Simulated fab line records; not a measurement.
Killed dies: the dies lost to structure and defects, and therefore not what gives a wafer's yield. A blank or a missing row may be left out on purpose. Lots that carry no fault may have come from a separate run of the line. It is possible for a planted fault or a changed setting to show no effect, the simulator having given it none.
Chamber matching + flow n5Finfet + cmp-01 running N5_MOL_CONTACT_COAG_CMP_52: 4 sister chambers
The step polishes, stops on SiO2, t overpolish 1.5 s, target thk 66.5 nm. 14 wafers are shown with their chamber, then 7 later ones without.

EACH WAFER AND ITS CHAMBER
| wafer  | chamber | motorCurrentA (A) | platenRpm (rpm) | overpolishRunS (s) |
|--------|---------|-------------------|-----------------|--------------------|
| L074.1 | 0       | 14.1              | 50.33           | 1.498              |
| L074.2 | 3       | 9.9               | 50.30           | 1.494              |
| L074.3 | 1       | 10.1              | 50.25           | 1.514              |
| L077.1 | 1       | 9.9               | 50.30           | 1.508              |
| L077.5 | 2       | 12.5              | 50.27           | 1.499              |
| L077.6 | 1       | 9.8               | 50.31           | 1.521              |
| L084.1 | 1       | 9.9               | 50.25           | 1.510              |
| L084.3 | 0       | 14.3              | 50.31           | 1.491              |
| L084.6 | 3       | 10.1              | 50.30           | 1.488              |
| L086.2 | 1       | 10.2              | 50.29           | 1.495              |
| L086.5 | 1       | 9.7               | 50.26           | 1.482              |
| L086.6 | 2       | 13.4              | 50.26           | 1.481              |
| L087.3 | 3       | 10.4              | 50.35           | 1.496              |
| L087.5 | 2       | 13.4              | 50.32           | 1.502              |

SIGNATURES (averages over the wafers above)
| reading        | chamber 0 | chamber 1 | chamber 2 | chamber 3 | scatter within a chamber |
|----------------|-----------|-----------|-----------|-----------|--------------------------|
| motorCurrentA  | 14.200    | 9.933     | 13.100    | 10.133    | 0.293                    |
| platenRpm      | 50.3200   | 50.2767   | 50.2833   | 50.3167   | 0.0273                   |
| overpolishRunS | 1.49450   | 1.50500   | 1.49400   | 1.49267   | 0.0115                   |
Rule: a wafer's distance from a chamber is the root of the sum, over the readings, of the square of ((its reading less the chamber's mean) divided by the reading's scatter). The wafer belongs to the nearest chamber; if the next one is less than 2 further off, it can't be placed. The scatter: the root of (the sum of the squares of (reading less its chamber's mean) over the shown wafers, divided by (wafers less chambers)).

WAFERS MISSING THEIR CHAMBER
| wafer  | motorCurrentA (A) | platenRpm (rpm) | overpolishRunS (s) |
|--------|-------------------|-----------------|--------------------|
| L087.6 | 10.5              | 50.35           | 1.495              |
| L088.1 | 10.9              | 50.27           | 1.476              |
| L088.3 | 13.9              | 50.27           | 1.496              |
| L088.4 | 10.0              | 50.29           | 1.511              |
| L096.2 | 10.0              | 50.29           | 1.495              |
| L096.4 | 13.7              | 50.39           | 1.494              |
| L096.6 | 10.1              | 50.32           | 1.494              |

THE CHAMBER EACH PASSED THROUGH
| wafer  | from the rows above     | in truth |
|--------|-------------------------|----------|
| L087.6 | can't be placed: 3 or 1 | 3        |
| L088.1 | can't be placed: 3 or 1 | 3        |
| L088.3 | can't be placed: 0 or 2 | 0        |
| L088.4 | can't be placed: 1 or 3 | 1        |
| L096.2 | can't be placed: 1 or 3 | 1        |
| L096.4 | can't be placed: 0 or 2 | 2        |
| L096.6 | can't be placed: 3 or 1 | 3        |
Correct placement for 0 of the 7. These rows do not allow placing 7 (true chamber among the candidates in 7). Number placed wrongly: 0.
